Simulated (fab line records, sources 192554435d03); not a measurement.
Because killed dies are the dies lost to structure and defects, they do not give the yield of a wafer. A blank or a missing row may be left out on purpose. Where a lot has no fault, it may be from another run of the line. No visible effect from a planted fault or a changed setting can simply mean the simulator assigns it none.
Chamber matching :: flow n5_finfet :: 4 sister chambers for N5_BEOL_M2_STRIP_36 on rie_diel-01
The step strips in N2/H2. 4 wafers are shown with their chamber, then 12 later ones without.

## EACH WAFER AND ITS CHAMBER
wafer: L083.4
chamber: 0
showerhead_plenum_p_Torr (Torr): 2.40

wafer: L084.1
chamber: 3
showerhead_plenum_p_Torr (Torr): 2.55

wafer: L084.4
chamber: 1
showerhead_plenum_p_Torr (Torr): 2.71

wafer: L084.6
chamber: 2
showerhead_plenum_p_Torr (Torr): 2.57

## WAFERS WHOSE CHAMBER IS MISSING
wafer: L089.2
showerhead_plenum_p_Torr (Torr): 2.70

wafer: L089.4
showerhead_plenum_p_Torr (Torr): 2.72

wafer: L089.5
showerhead_plenum_p_Torr (Torr): 2.72

wafer: L094.2
showerhead_plenum_p_Torr (Torr): 2.70

wafer: L094.3
showerhead_plenum_p_Torr (Torr): 2.53

wafer: L094.5
showerhead_plenum_p_Torr (Torr): 2.70

wafer: L095.1
showerhead_plenum_p_Torr (Torr): 2.56

wafer: L095.4
showerhead_plenum_p_Torr (Torr): 2.71

wafer: L095.6
showerhead_plenum_p_Torr (Torr): 2.56

wafer: L096.1
showerhead_plenum_p_Torr (Torr): 2.71

wafer: L096.4
showerhead_plenum_p_Torr (Torr): 2.53

wafer: L096.6
showerhead_plenum_p_Torr (Torr): 2.53

## THE CHAMBER EACH PASSED THROUGH
wafer: L089.2
from the rows above: 1
in truth: 1

wafer: L089.4
from the rows above: 1
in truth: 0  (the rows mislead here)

wafer: L089.5
from the rows above: 1
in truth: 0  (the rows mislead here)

wafer: L094.2
from the rows above: 1
in truth: 1

wafer: L094.3
from the rows above: can't be placed: 3 or 2
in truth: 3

wafer: L094.5
from the rows above: 1
in truth: 1

wafer: L095.1
from the rows above: can't be placed: 2 or 3
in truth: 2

wafer: L095.4
from the rows above: 1
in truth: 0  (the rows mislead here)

wafer: L095.6
from the rows above: can't be placed: 2 or 3
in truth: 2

wafer: L096.1
from the rows above: 1
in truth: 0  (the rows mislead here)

wafer: L096.4
from the rows above: can't be placed: 3 or 2
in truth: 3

wafer: L096.6
from the rows above: can't be placed: 3 or 2
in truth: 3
Correct placement for 3 of the 12. Cannot be placed on the basis of these rows: 5; the candidates contain the true chamber in 5. 4 placed wrongly.
How it was worked out, from the rows above alone: a wafer's distance from a chamber is the root of the sum, over the readings, of the square of ((its reading less the chamber's mean) divided by the reading's scatter). If the next closest chamber is less than 2 further off than the closest, the wafer can't be placed; otherwise it belongs to the closest. For every chamber, the mean is computed from those of its wafers that are shown. The scatter (one wafer shown for each chamber): square how far every hidden wafer sits from the nearest shown wafer, average those squares and take the square root.
